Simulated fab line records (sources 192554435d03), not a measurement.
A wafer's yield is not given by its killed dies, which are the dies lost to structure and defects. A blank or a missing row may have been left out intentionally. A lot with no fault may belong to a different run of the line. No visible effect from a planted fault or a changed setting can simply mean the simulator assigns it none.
Matching of chambers + flow n5 finfet + rie diel-02 running N5_BEOL_M12_TRENCH_ETCH_34: 4 sister chambers
The step etches SiOC in C4F8/O2/Ar, target depth 318.95 nm, time 125.5 s. 24 wafers are shown with their chamber, then 12 later ones without.

## WAFERS WITH THEIR CHAMBER
| wafer  | chamber | throttle valve pct (%) | oes product au (a.u.) | showerhead plenum p Torr (Torr) |
|--------|---------|------------------------|-----------------------|---------------------------------|
| L075.2 | 1       | 24.42                  | 0.70                  | 3.39                            |
| L075.4 | 0       | 24.15                  | 0.79                  | 3.43                            |
| L075.6 | 1       | 24.42                  | 0.70                  | 3.39                            |
| L076.1 | 3       | 24.01                  | 0.93                  | 3.48                            |
| L076.4 | 1       | 24.42                  | 0.69                  | 3.39                            |
| L076.6 | 0       | 24.15                  | 0.79                  | 3.43                            |
| L077.1 | 0       | 24.16                  | 0.78                  | 3.43                            |
| L077.2 | 2       | 24.51                  | 0.70                  | 3.38                            |
| L077.5 | 0       | 24.17                  | 0.79                  | 3.43                            |
| L078.1 | 1       | 24.42                  | 0.69                  | 3.39                            |
| L078.3 | 2       | 24.52                  | 0.69                  | 3.38                            |
| L078.4 | 0       | 24.17                  | 0.79                  | 3.42                            |
| L083.1 | 0       | 24.16                  | 0.78                  | 3.42                            |
| L083.5 | 2       | 24.52                  | 0.69                  | 3.38                            |
| L083.6 | 1       | 24.43                  | 0.69                  | 3.39                            |
| L085.3 | 0       | 24.17                  | 0.77                  | 3.42                            |
| L085.4 | 1       | 24.43                  | 0.67                  | 3.38                            |
| L085.6 | 2       | 24.54                  | 0.68                  | 3.37                            |
| L088.3 | 3       | 24.05                  | 0.87                  | 3.46                            |
| L088.5 | 3       | 24.07                  | 0.88                  | 3.46                            |
| L088.6 | 1       | 24.44                  | 0.68                  | 3.38                            |
| L087.3 | 3       | 24.05                  | 0.87                  | 3.46                            |
| L087.4 | 1       | 24.44                  | 0.68                  | 3.38                            |
| L087.6 | 0       | 24.19                  | 0.76                  | 3.41                            |

SIGNATURES (averages over the wafers above)
| reading                  | chamber 0 | chamber 1 | chamber 2 | chamber 3 | scatter within a chamber |
|--------------------------|-----------|-----------|-----------|-----------|--------------------------|
| throttle valve pct       | 24.1650   | 24.4275   | 24.5225   | 24.0450   | 0.0144                   |
| oes product au           | 0.7812    | 0.6875    | 0.6900    | 0.8875    | 0.0147                   |
| showerhead plenum p Torr | 3.4238    | 3.3862    | 3.3775    | 3.4650    | 0.00689                  |
Rule: a wafer lies at a distance from a chamber equal to the root of the sum of squares, over the readings, of (its reading less the chamber's mean, divided by the reading's scatter). The wafer belongs to the nearest chamber; if the next one is less than 2 further off, it can't be placed. The scatter: the root of (the sum of the squares of (reading less its chamber's mean) over the shown wafers, divided by (wafers less chambers)).

## WAFERS WITH NO CHAMBER GIVEN
| wafer  | throttle valve pct (%) | oes product au (a.u.) | showerhead plenum p Torr (Torr) |
|--------|------------------------|-----------------------|---------------------------------|
| L090.2 | 24.53                  | 0.68                  | 3.37                            |
| L090.4 | 24.18                  | 0.76                  | 3.41                            |
| L090.5 | 24.53                  | 0.68                  | 3.37                            |
| L097.1 | 24.23                  | 0.75                  | 3.40                            |
| L097.2 | 24.09                  | 0.84                  | 3.45                            |
| L097.6 | 24.08                  | 0.85                  | 3.45                            |
| L079.1 | 24.07                  | 0.85                  | 3.45                            |
| L079.2 | 24.20                  | 0.76                  | 3.40                            |
| L079.6 | 24.21                  | 0.75                  | 3.40                            |
| L095.1 | 24.21                  | 0.75                  | 3.40                            |
| L095.4 | 24.22                  | 0.74                  | 3.40                            |
| L095.6 | 24.08                  | 0.94                  | 3.37                            |

## WHICH CHAMBER EACH ONE RAN IN
| wafer  | from the rows above     | in truth |
|--------|-------------------------|----------|
| L090.2 | 2                       | 2        |
| L090.4 | 0                       | 0        |
| L090.5 | 2                       | 2        |
| L097.1 | 0                       | 0        |
| L097.2 | 3                       | 3        |
| L097.6 | 3                       | 3        |
| L079.1 | 3                       | 3        |
| L079.2 | 0                       | 0        |
| L079.6 | 0                       | 0        |
| L095.1 | 0                       | 0        |
| L095.4 | 0                       | 0        |
| L095.6 | can't be placed: 3 or 0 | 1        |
11 of 12 placed correctly. These rows do not allow placing 1 (true chamber among the candidates in 0). 0 placed wrongly.
